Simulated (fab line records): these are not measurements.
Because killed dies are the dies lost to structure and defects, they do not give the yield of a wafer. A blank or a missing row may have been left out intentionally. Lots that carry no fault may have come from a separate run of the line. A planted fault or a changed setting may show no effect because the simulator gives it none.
Which tool did it? / flow n5 finfet / 9 lots with 26 wafers sampled at 6 steps, on a route of 1938 steps

== WHAT THE GAUGES SHOWED, per wafer ==
N5_SD_EPI_N_OVL_MEAS_10. Usual: SD_N_BLK_OVL gives 0.0 nm (standard deviation 0.83).
lot=L762; measured=day 3 15:07; on=overlay-02; SD_N_BLK_OVL (nm)=0.4 0.3 0.0; flag=
lot=L763; measured=day 3 17:52; on=overlay-01; SD_N_BLK_OVL (nm)=1.8 0.0 -0.1; flag=
lot=L765; measured=day 4 09:56; on=overlay-02; SD_N_BLK_OVL (nm)=0.2 0.2 0.2; flag=
lot=L774; measured=day 6 12:05; on=overlay-02; SD_N_BLK_OVL (nm)=32.5 32.3 32.2; flag=OFF
lot=L776; measured=day 6 23:40; on=overlay-02; SD_N_BLK_OVL (nm)=33.8 32.2 31.5; flag=OFF
lot=L777; measured=day 7 09:25; on=overlay-01; SD_N_BLK_OVL (nm)=-0.3 -1.2 -0.2; flag=
lot=L778; measured=day 7 13:34; on=overlay-02; SD_N_BLK_OVL (nm)=0.3 -1.3; flag=
lot=L782; measured=day 8 13:37; on=overlay-01; SD_N_BLK_OVL (nm)=-0.6 0.8 -0.1; flag=
lot=L783; measured=day 8 17:58; on=overlay-01; SD_N_BLK_OVL (nm)=-0.3 -1.3 -1.0; flag=

N5_BEOL_M4_RC_MEAS_101. Usual: DIBL_N 37.1 mV/V, standard deviation 2.4; DIBL_P 37 mV/V, standard deviation 3; IOFF_N 0.18 nA/um, standard deviation 0.053; IOFF_P 0.21 nA/um, standard deviation 0.05; ION_N 674 uA/um, standard deviation 14; ION_P 459 uA/um, standard deviation 9.2; SS_N 72.1 mV/dec, standard deviation 0.9; SS_P 73.4 mV/dec, standard deviation 0.89; VT_N 250 mV, standard deviation 3.8; VT_P -251 mV, standard deviation 3.7.
lot=L762; measured=day 9 08:23; on=prober-02; DIBL_N (mV/V)=35.7 37.7 34.8; DIBL_P (mV/V)=35 36 34; IOFF_N (nA/um)=0.16 0.19 0.14; IOFF_P (nA/um)=0.22 0.22 0.18; ION_N (uA/um)=671 677 656; ION_P (uA/um)=464 461 455; SS_N (mV/dec)=71.8 72.6 71.9; SS_P (mV/dec)=72.9 73.0 72.3; VT_N (mV)=249 251 253; VT_P (mV)=-249 -249 -249; flag=
lot=L763; measured=day 9 13:48; on=prober-01; DIBL_N (mV/V)=37.7 36.7 37.9; DIBL_P (mV/V)=39 37 38; IOFF_N (nA/um)=0.20 0.19 0.20; IOFF_P (nA/um)=0.25 0.23 0.23; ION_N (uA/um)=688 681 664; ION_P (uA/um)=467 464 453; SS_N (mV/dec)=71.6 72.0 73.0; SS_P (mV/dec)=73.7 72.7 73.8; VT_N (mV)=248 245 247; VT_P (mV)=-248 -248 -248; flag=
lot=L765; measured=day 9 13:41; on=prober-02; DIBL_N (mV/V)=40.3 35.2 36.3; DIBL_P (mV/V)=37 35 36; IOFF_N (nA/um)=0.26 0.13 0.14; IOFF_P (nA/um)=0.19 0.16 0.17; ION_N (uA/um)=659 654 655; ION_P (uA/um)=447 445 441; SS_N (mV/dec)=74.5 70.6 71.5; SS_P (mV/dec)=73.1 73.0 72.5; VT_N (mV)=250 253 252; VT_P (mV)=-253 -254 -254; flag=
lot=L774; measured=day 12 01:22; on=prober-02; DIBL_N (mV/V)=35.8 39.2 39.0; DIBL_P (mV/V)=36 40 41; IOFF_N (nA/um)=0.15 0.21 0.21; IOFF_P (nA/um)=0.19 0.25 0.27; ION_N (uA/um)=694 679 712; ION_P (uA/um)=467 466 484; SS_N (mV/dec)=71.0 72.0 72.4; SS_P (mV/dec)=72.6 74.1 74.0; VT_N (mV)=250 246 243; VT_P (mV)=-253 -250 -248; flag=
lot=L776; measured=day 12 10:06; on=prober-02; DIBL_N (mV/V)=35.3 39.8 37.4; DIBL_P (mV/V)=33 40 37; IOFF_N (nA/um)=0.13 0.20 0.15; IOFF_P (nA/um)=0.16 0.25 0.21; ION_N (uA/um)=663 685 666; ION_P (uA/um)=454 468 458; SS_N (mV/dec)=70.9 72.8 71.4; SS_P (mV/dec)=72.4 74.7 73.0; VT_N (mV)=250 248 251; VT_P (mV)=-255 -247 -250; flag=
lot=L777; measured=day 12 18:37; on=prober-02; DIBL_N (mV/V)=32.8 36.2 34.8; DIBL_P (mV/V)=32 36 32; IOFF_N (nA/um)=0.11 0.17 0.13; IOFF_P (nA/um)=0.16 0.23 0.18; ION_N (uA/um)=661 673 665; ION_P (uA/um)=456 466 460; SS_N (mV/dec)=70.1 71.6 71.4; SS_P (mV/dec)=71.6 73.3 72.0; VT_N (mV)=256 248 254; VT_P (mV)=-254 -248 -251; flag=
lot=L778; measured=day 12 16:34; on=prober-01; DIBL_N (mV/V)=40.9 36.4; DIBL_P (mV/V)=42 37; IOFF_N (nA/um)=0.28 0.15; IOFF_P (nA/um)=0.33 0.21; ION_N (uA/um)=695 671; ION_P (uA/um)=474 462; SS_N (mV/dec)=72.6 72.2; SS_P (mV/dec)=74.0 72.9; VT_N (mV)=242 250; VT_P (mV)=-243 -249; flag=
lot=L782; measured=day 13 21:37; on=prober-01; DIBL_N (mV/V)=36.6 34.7 34.5; DIBL_P (mV/V)=37 35 35; IOFF_N (nA/um)=0.17 0.14 0.14; IOFF_P (nA/um)=0.18 0.16 0.16; ION_N (uA/um)=682 665 670; ION_P (uA/um)=459 446 458; SS_N (mV/dec)=72.2 71.2 70.7; SS_P (mV/dec)=72.7 73.3 73.3; VT_N (mV)=251 251 252; VT_P (mV)=-256 -255 -258; flag=
lot=L783; measured=day 14 00:27; on=prober-01; DIBL_N (mV/V)=34.9 37.6 37.8; DIBL_P (mV/V)=35 38 39; IOFF_N (nA/um)=0.13 0.16 0.19; IOFF_P (nA/um)=0.16 0.19 0.22; ION_N (uA/um)=662 662 681; ION_P (uA/um)=456 448 460; SS_N (mV/dec)=71.0 71.7 71.8; SS_P (mV/dec)=73.0 73.5 73.7; VT_N (mV)=254 254 249; VT_P (mV)=-253 -253 -252; flag=

== WHICH TOOL RAN EACH LOT (tool, then ch and the chambers of the sampled wafers, then the start) ==
lot=L762; N5_DUMMY_GATE_STRIP_48=rie diel-04 ch 1,3, day 3 13:53; N5_SD_EPI_N_EXPOSE_06=arfi scanner-01 ch 0, day 3 14:58; N5_SD_EPI_N_ETCH_35=rie diel-06 ch 0,2,3, day 3 15:16; N5_SD_EPI_N_ETCH_45=rie diel-06 ch 0,2,3, day 3 15:41
lot=L763; N5_DUMMY_GATE_STRIP_48=rie diel-04 ch 0,1,2, day 3 16:38; N5_SD_EPI_N_EXPOSE_06=arfi scanner-03 ch 0, day 3 17:43; N5_SD_EPI_N_ETCH_35=rie diel-06 ch 1,2,3, day 3 18:11; N5_SD_EPI_N_ETCH_45=rie diel-06 ch 1,2,3, day 3 18:37
lot=L765; N5_DUMMY_GATE_STRIP_48=rie diel-01 ch 0,1,3, day 4 08:43; N5_SD_EPI_N_EXPOSE_06=arfi scanner-01 ch 0, day 4 09:46; N5_SD_EPI_N_ETCH_35=rie diel-06 ch 0,2,3, day 4 10:05; N5_SD_EPI_N_ETCH_45=rie diel-06 ch 0,2,3, day 4 10:30
lot=L774; N5_DUMMY_GATE_STRIP_48=rie diel-03 ch 1,2,3, day 6 10:59; N5_SD_EPI_N_EXPOSE_06=arfi scanner-01 ch 0, day 6 11:56; N5_SD_EPI_N_ETCH_35=rie diel-02 ch 0,1,3, day 6 12:20; N5_SD_EPI_N_ETCH_45=rie diel-02 ch 0,1,3, day 6 12:45
lot=L776; N5_DUMMY_GATE_STRIP_48=rie diel-01 ch 0,1,3, day 6 22:20; N5_SD_EPI_N_EXPOSE_06=arfi scanner-01 ch 0, day 6 23:31; N5_SD_EPI_N_ETCH_35=rie diel-02 ch 0,2, day 6 23:59; N5_SD_EPI_N_ETCH_45=rie diel-02 ch 0,2, day 7 00:25
lot=L777; N5_DUMMY_GATE_STRIP_48=rie diel-01 ch 0,1,2, day 7 06:54; N5_SD_EPI_N_EXPOSE_06=arfi scanner-02 ch 0, day 7 09:16; N5_SD_EPI_N_ETCH_35=rie diel-06 ch 0,2, day 7 09:34; N5_SD_EPI_N_ETCH_45=rie diel-06 ch 0,2, day 7 09:59
lot=L778; N5_DUMMY_GATE_STRIP_48=rie diel-01 ch 2,3, day 7 12:28; N5_SD_EPI_N_EXPOSE_06=arfi scanner-02 ch 0, day 7 13:24; N5_SD_EPI_N_ETCH_35=rie diel-02 ch 0,1, day 7 13:43; N5_SD_EPI_N_ETCH_45=rie diel-02 ch 2,3, day 7 14:08
lot=L782; N5_DUMMY_GATE_STRIP_48=rie diel-01 ch 0,2,3, day 8 12:22; N5_SD_EPI_N_EXPOSE_06=arfi scanner-02 ch 0, day 8 13:28; N5_SD_EPI_N_ETCH_35=rie diel-05 ch 1,2,3, day 8 14:11; N5_SD_EPI_N_ETCH_45=rie diel-05 ch 1,2,3, day 8 14:37
lot=L783; N5_DUMMY_GATE_STRIP_48=rie diel-04 ch 0,2,3, day 8 16:52; N5_SD_EPI_N_EXPOSE_06=arfi scanner-02 ch 0, day 8 17:49; N5_SD_EPI_N_ETCH_35=rie diel-05 ch 0,2,3, day 8 18:34; N5_SD_EPI_N_ETCH_45=rie diel-05 ch 0,2,3, day 8 18:59
- N5_DUMMY_GATE_STRIP_48: strips in N2/H2, time 20 s.
- N5_SD_EPI_N_EXPOSE_06: exposes mask SD N BLK, target cd 120 nm.
- N5_SD_EPI_N_ETCH_35: etches SOC in N2/H2, overetch 108 nm, time 486 s.
- N5_SD_EPI_N_ETCH_45: etches SiOCN in CH3F/O2, target depth 6 nm.

== AS READ BY THE TOOLS THEMSELVES (means over the sampled wafers that have a number; for cases with no such wafer, the mark the record gives instead) ==
N5_DUMMY_GATE_STRIP_48. Usual: drypump motor current A 5.7 A, standard deviation 0.31; oes product au 0.81 a.u., standard deviation 0.07; rf vpp V 45.3 V, standard deviation 0.77; showerhead plenum p Torr 3.38 Torr, standard deviation 0.1; throttle valve pct 12.13 %, standard deviation 0.25.
lot=L762; tool=rie diel-04; drypump motor current A (A)=5.5; oes product au (a.u.)=0.90; rf vpp V (V)=45.3; showerhead plenum p Torr (Torr)=3.34; throttle valve pct (%)=11.81; flag=
lot=L763; tool=rie diel-04; drypump motor current A (A)=5.8; oes product au (a.u.)=0.84; rf vpp V (V)=45.7; showerhead plenum p Torr (Torr)=3.31; throttle valve pct (%)=12.06; flag=
lot=L765; tool=rie diel-01; drypump motor current A (A)=5.8; oes product au (a.u.)=0.81; rf vpp V (V)=45.3; showerhead plenum p Torr (Torr)=3.33; throttle valve pct (%)=12.23; flag=
lot=L774; tool=rie diel-03; drypump motor current A (A)=5.6; oes product au (a.u.)=0.76; rf vpp V (V)=45.5; showerhead plenum p Torr (Torr)=3.42; throttle valve pct (%)=12.25; flag=
lot=L776; tool=rie diel-01; drypump motor current A (A)=5.8; oes product au (a.u.)=0.79; rf vpp V (V)=44.7; showerhead plenum p Torr (Torr)=3.32; throttle valve pct (%)=12.27; flag=
lot=L777; tool=rie diel-01; drypump motor current A (A)=6.0; oes product au (a.u.)=0.78; rf vpp V (V)=45.4; showerhead plenum p Torr (Torr)=3.40; throttle valve pct (%)=12.26; flag=
lot=L778; tool=rie diel-01; drypump motor current A (A)=6.0; oes product au (a.u.)=0.75; rf vpp V (V)=45.6; showerhead plenum p Torr (Torr)=3.37; throttle valve pct (%)=12.28; flag=
lot=L782; tool=rie diel-01; drypump motor current A (A)=6.0; oes product au (a.u.)=0.78; rf vpp V (V)=45.3; showerhead plenum p Torr (Torr)=3.39; throttle valve pct (%)=12.20; flag=
lot=L783; tool=rie diel-04; drypump motor current A (A)=5.6; oes product au (a.u.)=0.77; rf vpp V (V)=45.3; showerhead plenum p Torr (Torr)=3.33; throttle valve pct (%)=12.17; flag=

N5_SD_EPI_N_ETCH_35. Usual: drypump motor current A 5.6 A, standard deviation 0.59; oes product au 0.70 a.u., standard deviation 0.074; rf vpp V 240.8 V, standard deviation 1.3; showerhead plenum p Torr 2.55 Torr, standard deviation 0.077; throttle valve pct 23.7 %, standard deviation 0.37.
lot=L762; tool=rie diel-06; drypump motor current A (A)=5.7; oes product au (a.u.)=0.69; rf vpp V (V)=240.0; showerhead plenum p Torr (Torr)=2.46; throttle valve pct (%)=23.7; flag=
lot=L763; tool=rie diel-06; drypump motor current A (A)=5.9; oes product au (a.u.)=0.63; rf vpp V (V)=240.4; showerhead plenum p Torr (Torr)=2.49; throttle valve pct (%)=23.6; flag=
lot=L765; tool=rie diel-06; drypump motor current A (A)=5.6; oes product au (a.u.)=0.68; rf vpp V (V)=239.0; showerhead plenum p Torr (Torr)=2.46; throttle valve pct (%)=23.7; flag=
lot=L774; tool=rie diel-02; drypump motor current A (A)=5.8; oes product au (a.u.)=0.68; rf vpp V (V)=239.8; showerhead plenum p Torr (Torr)=2.54; throttle valve pct (%)=23.7; flag=
lot=L776; tool=rie diel-02; drypump motor current A (A)=5.2; oes product au (a.u.)=0.71; rf vpp V (V)=241.2; showerhead plenum p Torr (Torr)=2.59; throttle valve pct (%)=23.5; flag=
lot=L777; tool=rie diel-06; drypump motor current A (A)=5.3; oes product au (a.u.)=0.80; rf vpp V (V)=240.5; showerhead plenum p Torr (Torr)=2.57; throttle valve pct (%)=23.9; flag=
lot=L778; tool=rie diel-02; drypump motor current A (A)=5.4; oes product au (a.u.)=0.69; rf vpp V (V)=241.1; showerhead plenum p Torr (Torr)=2.55; throttle valve pct (%)=23.7; flag=
lot=L782; tool=rie diel-05; drypump motor current A (A)=5.9; oes product au (a.u.)=0.75; rf vpp V (V)=241.2; showerhead plenum p Torr (Torr)=2.56; throttle valve pct (%)=24.0; flag=
lot=L783; tool=rie diel-05; drypump motor current A (A)=5.9; oes product au (a.u.)=0.77; rf vpp V (V)=240.7; showerhead plenum p Torr (Torr)=2.55; throttle valve pct (%)=24.0; flag=

N5_SD_EPI_N_ETCH_45. Usual: drypump motor current A 5.6 A, standard deviation 0.58; mfc ar sccm 150.0 sccm, standard deviation 0.46; oes product au 0.78 a.u., standard deviation 0.088; rf vpp V 127.3 V, standard deviation 0.99; showerhead plenum p Torr 2.00 Torr, standard deviation 0.067; throttle valve pct 23.24 %, standard deviation 0.26.
lot=L762; tool=rie diel-06; drypump motor current A (A)=5.6; mfc ar sccm (sccm)=150.4; oes product au (a.u.)=0.79; rf vpp V (V)=126.8; showerhead plenum p Torr (Torr)=1.93; throttle valve pct (%)=23.15; flag=
lot=L763; tool=rie diel-06; drypump motor current A (A)=5.9; mfc ar sccm (sccm)=150.7; oes product au (a.u.)=0.69; rf vpp V (V)=127.2; showerhead plenum p Torr (Torr)=1.97; throttle valve pct (%)=23.44; flag=
lot=L765; tool=rie diel-06; drypump motor current A (A)=5.6; mfc ar sccm (sccm)=150.1; oes product au (a.u.)=0.77; rf vpp V (V)=126.6; showerhead plenum p Torr (Torr)=1.93; throttle valve pct (%)=23.18; flag=
lot=L774; tool=rie diel-02; drypump motor current A (A)=5.7; mfc ar sccm (sccm)=150.0; oes product au (a.u.)=0.75; rf vpp V (V)=127.3; showerhead plenum p Torr (Torr)=1.99; throttle valve pct (%)=23.24; flag=
lot=L776; tool=rie diel-02; drypump motor current A (A)=5.2; mfc ar sccm (sccm)=149.6; oes product au (a.u.)=0.80; rf vpp V (V)=126.7; showerhead plenum p Torr (Torr)=2.03; throttle valve pct (%)=23.04; flag=
lot=L777; tool=rie diel-06; drypump motor current A (A)=5.3; mfc ar sccm (sccm)=149.6; oes product au (a.u.)=0.90; rf vpp V (V)=127.3; showerhead plenum p Torr (Torr)=1.99; throttle valve pct (%)=23.07; flag=
lot=L778; tool=rie diel-02; drypump motor current A (A)=5.6; mfc ar sccm (sccm)=150.6; oes product au (a.u.)=0.74; rf vpp V (V)=128.1; showerhead plenum p Torr (Torr)=2.02; throttle valve pct (%)=23.09; flag=
lot=L782; tool=rie diel-05; drypump motor current A (A)=5.9; mfc ar sccm (sccm)=149.5; oes product au (a.u.)=0.82; rf vpp V (V)=128.3; showerhead plenum p Torr (Torr)=2.01; throttle valve pct (%)=23.37; flag=
lot=L783; tool=rie diel-05; drypump motor current A (A)=5.8; mfc ar sccm (sccm)=150.2; oes product au (a.u.)=0.86; rf vpp V (V)=127.6; showerhead plenum p Torr (Torr)=1.99; throttle valve pct (%)=23.28; flag=

== THE ANSWER, worked out from the rows above alone ==
Rule: lot off if the mean of its wafers having a number is beyond 3 standard deviations from the usual mean. A lot without any number at a reading at which 4 lots or more have one is off too. All remaining lots with rows at the step are treated as sound. Order of review: gauges by route order, followed by the tools' own readings, for which a lot's mean as printed above is used. At the first step where some lot is off, the reading lying furthest off is the one used; lots without a number count as furthest.
Off: at N5_SD_EPI_N_OVL_MEAS_10 (SD_N_BLK_OVL), L774, L776.
A tool fits if, at a process step before that reading, it ran every lot that is off, and no sound lot after the first of them. Those tools and the gauges at N5_SD_EPI_N_OVL_MEAS_10 are tried in the same way. One candidate fits, namely arfi scanner-01 at N5_SD_EPI_N_EXPOSE_06. A fault onset in the window from L765 (day 4 09:46, its last sound lot) to L774 (day 6 11:56, its first lot off) fits.

== WHAT THE SIMULATOR HAD INSERTED ==
Scanner matching overlay: arfi scanner-01, from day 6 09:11 on, at N5_SD_EPI_N_EXPOSE_06. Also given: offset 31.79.
Struck lots among those shown: L774, L776. The rule above found the same.
